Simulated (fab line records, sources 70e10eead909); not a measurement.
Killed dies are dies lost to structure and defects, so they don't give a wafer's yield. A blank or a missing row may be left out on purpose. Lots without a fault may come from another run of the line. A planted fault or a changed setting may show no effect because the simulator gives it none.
fab line records | flow nand_harc
record lots=6 wafers=18 last_day=24
route steps=1159 shown A_CHANNEL_HOLE_D1@483 A_CHANNEL_FILL_D1@490 END@1159
lots that met no fault: from a run of the same line without faults
start_h: hours from the record's first day to the start of the lot's first wafer shown | wait_h: hours since the lot's step before | " the same as in the row above | L1.1+2: a row that stands for several wafers | - no value, or no start given | * or withheld: withheld | < > ~ a bound
route shown NAME@n: a module of which the file shows steps, and the number in the route of the first | usual: mean/standard deviation of fault-free wafers | same: alike in all rows | chamber/n: place in a boat | sites: the reading at each site | _std_site: their standard deviation | _edge_site: outer sites' mean less inner sites' | radius_mm: how far each site lies from the wafer's centre | mask NAME#n: copy n | behind: the tool/chamber that last shaped the wafer | hold: why the lot was held/for how many hours/how that ended | device: the transistor (n, p or np) that didn't switch | end of line: the same wafers' tests at the end of the route | a step without rows: its recipe alone | killed: dies lost to structure and defects at the first sort, not the wafer's yield | map: a wafer's dies, x killed, . not, _ none there
set.NAME: the setting as run; set.NAME@STEP: as run at that earlier step | model.NAME: the simulator's own value behind a step, which no gauge read
lots at some steps of the route; a table a step, a row a wafer
services: from which hour (start_h, from the record's first day; less than 0 if before it) a tool's chamber was out of use, for how many hours, and why
## steps
# step NHARC_A_CHANNEL_HOLE_D1_ETCH_44
# recipe target_depth_a=1400 overetch_a=140 time_s=77 ion_energy_ev=100 cf4_flow_sccm=80 o2_flow_sccm=20 ar_flow_sccm=0 rf_w=300 bias_w=100 chemistry=CF4/O2
# usual drypump_motor_current_A=5.7/0.42 mfc_ar_sccm=0.012/0.016 oes_o_777_au=1.000/0.0051 oes_product_au=1.002/0.0074 rf_fwd_power_W=298.1/0.93 rf_vpp_V=197.6/1.4 showerhead_plenum_p_Torr=1.32/0.052 throttle_valve_pct=13.397/0.0085
# columns lot.wafer tool chamber start_h wait_h drypump_motor_current_A mfc_ar_sccm oes_o_777_au oes_product_au rf_fwd_power_W rf_hours_counter_h rf_vpp_V showerhead_plenum_p_Torr throttle_valve_pct
L150.4 rie_diel-12 1 213.06 0.1 5.6 0.010 1.000 0.994 298.9 0 197.0 1.29 13.400
L150.3 " 2 " " 5.9 0 1.002 0.999 298.6 0 201.5 1.44 13.399
L150.5 " 0 " " 6.2 0 0.993 1.002 296.0 - 198.3 1.34 13.386
L149.3 rie_diel-02 3 213.45 0.1 5.1 0.043 1.003 0.999 295.9 3 197.2 1.27 13.400
L149.2 " 0 " " 5.6 0 1.008 1.014 298.7 4 198.1 1.34 13.394
L149.5 " 1 " " 5.5 0.043 0.999 1.005 298.8 - 196.7 1.28 13.392
L158.3 rie_diel-04 3 272.22 0.1 6.2 0 1.007 1.013 300.2 12 195.8 1.26 13.396
L158.1 " 0 " " 5.1 0 1.001 1.000 297.1 10 198.4 1.36 13.391
L158.4 " 1 " " 6.4 0.007 0.998 0.993 297.2 13 197.2 1.28 13.389
L159.3 rie_diel-02 0 272.57 0.0 5.6 0 0.998 1.014 298.6 9 199.0 1.33 13.395
L159.2 " 2 " " 5.5 0.033 1.003 1.007 297.8 7 198.3 1.39 13.382
L159.6 " 1 " " 5.6 0.043 1.000 1.006 298.1 - 195.0 1.28 13.393
L165.3 rie_diel-04 1 308.41 0.1 6.4 0.007 0.997 0.999 298.0 0 197.6 1.28 13.399
L165.1 " 3 " " 6.2 0 1.003 0.998 297.0 1 195.0 1.26 13.387
L165.6 " 1 " " 6.4 0.007 1.004 1.012 298.2 - 198.2 1.28 13.401
L167.4 rie_diel-02 3 308.50 0.1 5.1 0.043 0.996 1.001 298.5 11 195.6 1.26 13.398
L167.5 " 0 " " 5.6 0 1.007 1.011 299.3 - 198.3 1.33 13.390
L167.6 " 1 " " 5.6 0.043 1.006 1.001 299.3 - 195.4 1.28 13.395
# step NHARC_A_CHANNEL_HOLE_D1_STRIP_27
# recipe o2_flow_sccm=500 ar_flow_sccm=0 bias_w=0 chemistry=O2
# usual drypump_motor_current_A=5.7/0.43 mfc_ar_sccm=0.012/0.016 oes_product_au=1.001/0.0066 rf_vpp_V=57.7/0.84 showerhead_plenum_p_Torr=3.49/0.13 throttle_valve_pct=17.036/0.0094
# columns lot.wafer tool chamber start_h wait_h drypump_motor_current_A mfc_ar_sccm oes_product_au rf_hours_counter_h rf_vpp_V showerhead_plenum_p_Torr throttle_valve_pct
L150.3 rie_diel-12 3 - - 5.9 0.003 1.002 0 57.7 3.48 17.026
L150.4 " 0 " " 6.1 0 1.001 0 57.2 3.55 17.042
L150.5 " 2 " " 5.9 0 1.002 - 58.9 3.78 17.047
L149.2 rie_diel-02 0 - - 5.6 0 1.008 5 57.6 3.53 17.038
L149.3 " 3 " " 5.2 0.043 1.005 3 59.1 3.35 17.035
L149.5 " 1 " " 5.6 0.043 1.005 - 57.0 3.40 17.051
L158.3 rie_diel-04 1 - - 6.4 0.007 0.983 13 57.1 3.38 17.025
L158.4 " 3 " " 6.2 0 0.990 12 56.9 3.35 17.046
L158.1 " 0 " " 5.1 0 1.002 10 58.0 3.59 17.018
L159.3 rie_diel-02 3 - - 5.1 0.043 1.007 8 56.4 3.35 17.051
L159.2 " 1 " " 5.6 0.043 0.986 9 57.5 3.40 17.043
L159.6 " 3 " " 5.1 0.043 1.000 - 55.9 3.35 17.038
L165.3 rie_diel-04 2 - - 5.0 0.011 1.007 1 57.5 3.41 17.026
L165.1 " 0 " " 5.1 0 0.999 1 57.2 3.59 17.040
L165.6 " 3 " " 6.2 0 1.000 - 57.9 3.34 17.032
L167.4 rie_diel-02 3 - - 5.1 0.043 0.999 11 58.3 3.35 17.035
L167.6 " 2 " " 5.5 0.033 1.004 - 58.9 3.65 17.033
L167.5 " 3 " " 5.2 0.043 1.013 - 55.0 3.35 17.046
# step NHARC_A_CHANNEL_HOLE_D1_PRECLEAN_28
# recipe time_s=* temp_c=50 bath_age_min=0 chemistry=SC1
# step NHARC_A_CHANNEL_HOLE_D1_SRD_29
# step NHARC_A_CHANNEL_HOLE_D1_CD_MEAS_30
# usual cd_nm=90.0/0.9
# columns lot.wafer tool chamber start_h wait_h cd_nm
L150.3 cd_sem-01 - 213.90 0.1 89.2
L150.4 " - " " 88.2
L150.5 " - " " 89.2
L149.2 cd_sem-02 - 214.56 - 90.5
L149.3 " - " " 90.9
L149.5 " - " " 90.7
L158.1 cd_sem-03 - 273.01 - 91.1
L158.3 " - " " 91.0
L158.4 " - " " 90.3
L159.2 cd_sem-03 - 273.38 - 89.3
L159.3 " - " " 90.8
L159.6 " - " " 89.5
L165.1 cd_sem-01 - 309.19 - 90.1
L165.3 " - " " 90.9
L165.6 " - " " 90.3
L167.4 cd_sem-01 - 309.28 - 91.2
L167.5 " - " " 89.9
L167.6 " - " " 89.6
# step NHARC_A_CHANNEL_HOLE_D1_XSEM_31
# recipe landing_energy_ev=35000
# step NHARC_A_CHANNEL_HOLE_D1_INSPECT_40
# usual raw_defect_count=61/16
# columns lot.wafer tool chamber start_h wait_h raw_defect_count
L150.3 defect_inspect-02 - 214.08 - 89
L150.4 " - " " 83
L150.5 " - " " 71
L149.2 defect_inspect-01 - 214.74 - 46
L149.3 " - " " 47
L149.5 " - " " 48
L158.1 defect_inspect-01 - 273.19 - 56
L158.3 " - " " 70
L158.4 " - " " 77
L159.2 defect_inspect-02 - 273.57 - 40
L159.3 " - " " 29
L159.6 " - " " 38
L165.1 defect_inspect-01 - 309.37 - 49
L165.3 " - " " 53
L165.6 " - " " 67
L167.4 defect_inspect-01 - 309.45 - 77
L167.5 " - " " 76
L167.6 " - " " 50
# step NHARC_A_CHANNEL_FILL_D1_PRECLEAN_00
# recipe time_s=* temp_c=50 bath_age_min=0 chemistry=SC1
# step NHARC_A_CHANNEL_FILL_D1_SRD_01
# step NHARC_A_CHANNEL_FILL_D1_ALD_02
# recipe target_thk_a=60 pulse_time_s=10 ald_cycles=60 temp_c=300 material=SiO2
# usual heater_power_w=427/29 precursor_pulse_height_rel=1.001/0.02 susceptor_temp_C=300.03/0.18
# columns lot.wafer tool chamber start_h wait_h heater_power_w precursor_pulse_height_rel susceptor_temp_C
L150.4 ald_hk-03 0 214.27 - 438 1.004 299.98
L150.3 " 3 " " 415 1.012 300.05
L150.5 " 1 " " 379 1.007 299.74
L149.3 ald_hk-02 2 214.94 - 457 0.995 300.18
L149.2 " 3 " " 432 0.983 300.01
L149.5 " 3 " " 435 0.958 299.83
L158.1 ald_hk-01 2 274.19 - 378 0.984 300.24
L158.3 " 3 " " 397 1.006 300.00
L158.4 " 1 " " 461 0.978 299.88
L159.2 ald_hk-03 3 274.54 - 436 0.976 299.72
L159.3 " 2 " " 466 0.998 299.86
L159.6 " 0 " " 471 0.998 299.89
L165.1 ald_hk-03 0 309.57 - 459 1.016 300.04
L165.3 " 1 " " 383 1.040 300.26
L165.6 " 0 " " 433 0.956 300.03
L167.4 ald_hk-03 2 310.07 - 464 0.994 300.03
L167.6 " 1 " " 394 1.007 299.90
L167.5 " 2 " " 465 1.015 299.91
# step NHARC_A_CHANNEL_FILL_D1_ALD_03
# recipe target_thk_a=60 pulse_time_s=60 ald_cycles=58 temp_c=630 pressure_torr=2 material=SiNx
# step NHARC_A_CHANNEL_FILL_D1_ALD_14
# recipe target_thk_a=25 pulse_time_s=10 ald_cycles=25 temp_c=300 material=SiO2
# usual heater_power_w=429/29 precursor_pulse_height_rel=1.001/0.02 susceptor_temp_C=300.01/0.18
# columns lot.wafer tool chamber start_h wait_h heater_power_w precursor_pulse_height_rel susceptor_temp_C
L150.4 ald_hk-02 2 224.06 2.8 448 0.998 299.99
L150.3 " 3 " " 440 0.983 300.20
L150.5 " 3 " " 442 1.000 300.12
L149.2 ald_hk-01 3 224.18 2.9 389 1.018 300.08
L149.3 " 0 " " 449 1.026 300.07
L149.5 " 2 " " 394 0.979 299.58
L159.3 ald_hk-02 1 281.27 0.1 433 1.021 300.12
L159.2 " 2 " " 447 1.029 299.90
L159.6 " 0 " " 417 0.996 300.12
L158.1 ald_hk-01 1 281.28 0.1 467 0.984 300.12
L158.3 " 2 " " 375 1.008 300.02
L158.4 " 3 " " 390 1.012 300.11
L165.1 ald_hk-03 2 318.86 2.3 457 0.988 300.24
L165.3 " 3 " " 438 1.007 300.07
L165.6 " 1 " " 392 0.991 299.86
L167.4 ald_hk-03 3 319.12 2.5 421 0.961 -
L167.6 " 0 " " 445 1.006 -
L167.5 " 1 " " 380 0.990 -
# step NHARC_A_CHANNEL_FILL_D1_ALD_15
# recipe target_thk_a=20 pulse_time_s=60 ald_cycles=19 temp_c=630 pressure_torr=2 material=SiNx
# usual precursor_pulse_height_rel=1.001/0.018 susceptor_temp_C=630.0/0.32
# columns lot.wafer tool chamber start_h wait_h precursor_pulse_height_rel susceptor_temp_C
L149.2 ald_sin_batch-01 0 227.18 - 0.990 630.0
L149.3 " 0 " " 1.004 629.6
L149.5 " 0 " " 1.001 629.4
L150.3 ald_sin_batch-01 0 227.18 - 1.029 630.2
L150.4 " 0 " " 1.026 629.8
L150.5 " 0 " " 0.992 630.1
L158.1 ald_sin_batch-01 0 284.35 - 1.018 659.1
L158.3 " 0 " " 0.994 658.8
L158.4 " 0 " " 0.977 658.3
L159.2 ald_sin_batch-01 0 284.35 - 0.996 659.5
L159.3 " 0 " " 0.983 659.5
L159.6 " 0 " " 0.994 658.6
L165.1 ald_sin_batch-02 0 321.91 - 1.005 630.3
L165.3 " 0 " " 0.977 630.7
L165.6 " 0 " " 1.000 630.6
L167.4 ald_sin_batch-02 0 321.91 - 0.990 630.1
L167.5 " 0 " " 1.023 629.8
L167.6 " 0 " " 0.990 629.7
# step NHARC_A_CHANNEL_FILL_D1_ALD_16
# recipe target_thk_a=15 pulse_time_s=10 ald_cycles=15 temp_c=300 material=SiO2
# usual heater_power_w=426/31 precursor_pulse_height_rel=0.999/0.021 susceptor_temp_C=300.00/0.19
# columns lot.wafer tool chamber start_h wait_h heater_power_w precursor_pulse_height_rel susceptor_temp_C
L149.2 ald_hk-02 3 229.25 0.0 440 0.979 300.02
L149.3 " 1 " " 436 0.999 300.33
L149.5 " 0 " " 415 1.018 300.11
L150.3 ald_hk-03 3 229.25 0.0 429 1.016 300.28
L150.4 " 1 " " 374 0.996 300.22
L150.5 " 3 " " 430 0.989 299.96
L158.4 ald_hk-01 1 286.41 0.0 472 1.014 299.84
L158.1 " 2 " " 383 0.998 300.02
L158.3 " 0 " " 431 1.021 300.17
L159.2 ald_hk-01 1 286.58 0.2 456 0.984 299.92
L159.3 " 2 " " 372 0.983 299.99
L159.6 " 1 " " 464 1.040 299.89
L165.3 ald_hk-01 1 324.00 0.1 469 0.990 300.01
L165.1 " 2 " " 376 1.007 299.90
L165.6 " 0 " " 442 1.008 300.18
L167.4 ald_hk-01 0 324.16 0.2 444 0.968 299.93
L167.6 " 3 " " 395 0.996 299.97
L167.5 " 0 " " 423 1.003 299.99
# step NHARC_END_SORT_01
# recipe temp_c=25
# usual killed_at_array=28/11 killed_at_other=0.8/1.3 killed_at_periphery=3.6/2.5 killed_dies=32/11 killed_open=3.0/1.8 killed_short=2.0/1.5
# same gross_dies=677
# columns lot.wafer tool chamber start_h wait_h killed_at_array killed_at_other killed_at_periphery killed_dies killed_open killed_short
L149.2 prober-02 0 493.69 2.8 11 3 4 18 2 2
L149.3 prober-02 0 494.50 3.1 9 3 1 13 1 1
L149.5 prober-02 0 496.10 3.7 18 1 4 23 2 1
L167.4 prober-02 0 558.61 3.4 32 0 0 32 4 1
L167.5 prober-02 0 559.41 3.7 27 0 1 28 2 0
L167.6 prober-02 0 560.21 4.0 30 0 1 31 3 3
# killed by level:class
L149.2 A_STAIRCASE:chamber_film_flake=3 THIN_TSV:chamber_film_flake=3 P_ZERO_WELL:chamber_film_flake=2 A_CHANNEL_HOLE_D1:chamber_film_flake=2 A_CONTACT:chamber_film_flake=2 P_M1:geometric_particle:short=1 A_SOURCE_PLATE:geometric_particle:open=1 A_ONON_D1:geometric_particle:short=1
L149.3 A_CHANNEL_HOLE_D1:chamber_film_flake=3 THIN_TSV:chamber_film_flake=3 A_STAIRCASE:chamber_film_flake=2 A_SLIT:chamber_film_flake=2 A_CONTACT:geometric_particle:open=1 A_M0:geometric_particle:short=1 P_M1:chamber_film_flake=1
L149.5 A_CHANNEL_HOLE_D1:chamber_film_flake=6 A_STAIRCASE:chamber_film_flake=5 A_ONON_D1:geometric_particle:open=2 P_STI:chamber_film_flake=2 A_CONTACT:chamber_film_flake=2 A_CHANNEL_FILL_D1:geometric_particle:short=1 P_ZERO_WELL:chamber_film_flake=1 P_GATE:chamber_film_flake=1
L167.4 A_CHANNEL_HOLE_D1:chamber_film_flake=22 A_CONTACT:chamber_film_flake=3 A_SOURCE_PLATE:geometric_particle:open=1 A_ONON_D1:geometric_particle:open=1 A_WL_FILL:geometric_particle:short=1 A_CONTACT:geometric_particle:open=1 A_M0:geometric_particle:open=1 A_STAIRCASE:chamber_film_flake=1
L167.5 A_CHANNEL_HOLE_D1:chamber_film_flake=21 A_STAIRCASE:chamber_film_flake=3 A_CONTACT:chamber_film_flake=2 P_GATE:geometric_particle:open=1 A_ONON_D1:geometric_particle:open=1
L167.6 A_CHANNEL_HOLE_D1:chamber_film_flake=13 A_STAIRCASE:chamber_film_flake=9 A_CONTACT:chamber_film_flake=3 A_CHANNEL_FILL_D1:geometric_particle:open=2 P_STI:geometric_particle:short=1 A_CHANNEL_FILL_D1:geometric_particle:short=1 A_SGD_CUT:geometric_particle:short=1 A_CONTACT:geometric_particle:open=1
## services
# columns tool chamber start_h hours kind
rie_diel-12 - 202.40 9.0 pm
ald_hk-01 0 229.67 10.0 vent_cycle
ald_hk-01 2 229.67 10.0 vent_cycle
ald_hk-01 3 229.67 10.0 vent_cycle
rie_diel-12 0 231.48 9.0 repair
ald_hk-03 0 235.51 10.0 vent_cycle
ald_hk-03 1 235.51 10.0 vent_cycle
ald_hk-01 0 239.67 - clean
ald_hk-01 1 239.67 - clean
ald_hk-01 2 239.67 - clean
ald_hk-01 3 239.67 - clean
rie_diel-12 3 240.93 16.4 repair
rie_diel-12 1 242.28 2.0 repair
ald_hk-03 0 245.51 - clean
ald_hk-03 1 245.51 - clean
ald_hk-03 2 245.51 - clean
ald_hk-03 3 245.51 - clean
rie_diel-12 2 256.09 2.7 repair
rie_diel-12 0 262.43 15.7 repair
rie_diel-04 0 285.42 17.4 repair
rie_diel-04 3 287.17 7.0 repair
rie_diel-04 - 289.25 9.0 pm
rie_diel-12 2 294.41 2.8 repair
ald_hk-02 - 321.88 3.0 repair
## key
first_sign step=NHARC_A_CHANNEL_FILL_D1_ALD_15 reading=susceptor_temp_C direction=up sigmas=90 usual=* struck=*
effect none on later readings
met_at NHARC_A_CHANNEL_FILL_D1_ALD_15
struck_wafers L158.1,L158.3,L158.4,L159.2,L159.3,L159.6
tester_left_out L158,L159
onset_between 227.18 284.35
fault kind=process_parameter_drift tool=ald_sin_batch-01 chamber=- onset_h=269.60 steps=NHARC_A_CHANNEL_FILL_D1_ALD_15 channel=temp_c offset=* shape=step end_h=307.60 acts_in=* stated=*
# tester_left_out: of these lots the tester's yield and bins aren't shown, on N5 and GAA mostly nor the transistor test; their killed dies are dies lost to structure and defects alone, not to doping, threshold or leakage, so they don't give the yield
